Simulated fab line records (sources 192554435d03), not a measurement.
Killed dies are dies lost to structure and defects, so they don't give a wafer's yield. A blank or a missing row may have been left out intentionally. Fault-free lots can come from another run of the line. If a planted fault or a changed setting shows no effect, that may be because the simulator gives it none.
Split-lot experiment    flow n5Finfet    39 wafers read from 7 lots, route of 1938 steps

== ABOUT THE SPLIT ==
At N5_PASSIVATION_AL_DEP_21 (deposits Al, target thk 2800 nm, time 170 s), the setting timeS was moved away from the recipe's 170 s on 18 of the 39 wafers read, by -50.5% to +59.5%. For the rest of the wafers, this setting stayed at what the recipe calls for.

The split's own step is where the reading is taken.

== THE READING ==
Al_of_PASSIVATION_AL_DEP_21.thkNm (the simulator's own value, which no gauge read), in nm, at N5_PASSIVATION_AL_DEP_21 (deposits Al, target thk 2800 nm, time 170 s). There is no usual value for it anywhere in the file. Here, 21 wafers ran the recipe; their average is 2789 nm with a standard deviation of 32 nm.

wafer   tool, chamber at the split  timeS as run, s  against the recipe  Al_of_PASSIVATION_AL_DEP_21.thkNm, nm  against lot-mates on the recipe
L074.1  pvdSputter-03, -            170              recipe              2832                                   -
L074.2  pvdSputter-03, -            198.1            +16.5%              3282                                   +446
L074.3  pvdSputter-03, -            198.1            +16.5%              3279                                   +443
L074.4  pvdSputter-03, -            198.1            +16.5%              3296                                   +460
L074.5  pvdSputter-03, -            170              recipe              2846                                   -
L074.6  pvdSputter-03, -            170              recipe              2830                                   -
L078.1  pvdSputter-03, -            170              recipe              2774                                   -
L078.2  pvdSputter-03, -            170              recipe              2744                                   -
L078.3  pvdSputter-03, -            170              recipe              2785                                   -
L079.1  pvdSputter-01, -            271.1            +59.5%              4491                                   +1688
L079.2  pvdSputter-01, -            271.1            +59.5%              4449                                   +1646
L079.3  pvdSputter-01, -            271.1            +59.5%              4457                                   +1654
L079.4  pvdSputter-01, -            170              recipe              2770                                   -
L079.5  pvdSputter-01, -            170              recipe              2821                                   -
L079.6  pvdSputter-01, -            170              recipe              2818                                   -
L080.1  pvdSputter-03, -            170              recipe              2784                                   -
L080.2  pvdSputter-03, -            84.16            -50.5%              1378                                   -1396
L080.3  pvdSputter-03, -            170              recipe              2760                                   -
L080.4  pvdSputter-03, -            84.16            -50.5%              1363                                   -1411
L080.5  pvdSputter-03, -            170              recipe              2778                                   -
L080.6  pvdSputter-03, -            84.16            -50.5%              1350                                   -1424
L088.1  pvdSputter-02, -            170              recipe              2816                                   -
L088.2  pvdSputter-02, -            244.5            +43.8%              4021                                   +1221
L088.3  pvdSputter-02, -            244.5            +43.8%              4050                                   +1250
L088.4  pvdSputter-02, -            244.5            +43.8%              4031                                   +1231
L088.5  pvdSputter-02, -            170              recipe              2800                                   -
L088.6  pvdSputter-02, -            170              recipe              2784                                   -
L090.1  pvdSputter-01, -            170              recipe              2746                                   -
L090.2  pvdSputter-01, -            141.7            -16.6%              2259                                   -481
L090.3  pvdSputter-01, -            170              recipe              2732                                   -
L090.4  pvdSputter-01, -            141.7            -16.6%              2298                                   -442
L090.5  pvdSputter-01, -            170              recipe              2742                                   -
L090.6  pvdSputter-01, -            141.7            -16.6%              2273                                   -467
L096.1  pvdSputter-03, -            243.5            +43.2%              3994                                   +1194
L096.2  pvdSputter-03, -            243.5            +43.2%              3997                                   +1197
L096.3  pvdSputter-03, -            243.5            +43.2%              4012                                   +1212
L096.4  pvdSputter-03, -            170              recipe              2784                                   -
L096.5  pvdSputter-03, -            170              recipe              2827                                   -
L096.6  pvdSputter-03, -            170              recipe              2789                                   -

FIT RESULTS
A straight line over all 39 wafers: Al_of_PASSIVATION_AL_DEP_21.thkNm changes by +28.4 nm for each +1% of timeS; r = +1.00; the points scatter about the line by 30 nm.
The same after taking each lot's own level away (the mean of its wafers on the recipe; 39 wafers): +27.9 nm for each +1%; r = +1.00; scatter 15 nm.
The reading moves by 1.7e+03 nm for the largest change in timeS, on that fit.
From 2740.0 to 2836.0 nm: that is the span of the lots' own levels, equal to 3.0 times the standard deviation above.
Hence the lot-to-lot level has little effect on the slope; both slopes agree.
Check: for one of the wafers moved furthest among these (+59.5%), held out of the fit, the line's prediction against its lot-mates is +1.66e+03 nm. Against them it came out at +1.69e+03 nm.

== THE FILE'S OWN FIT ==
Al_of_PASSIVATION_AL_DEP_21.thkNm changes by +27.9 nm for each +1% of timeS, r = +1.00.
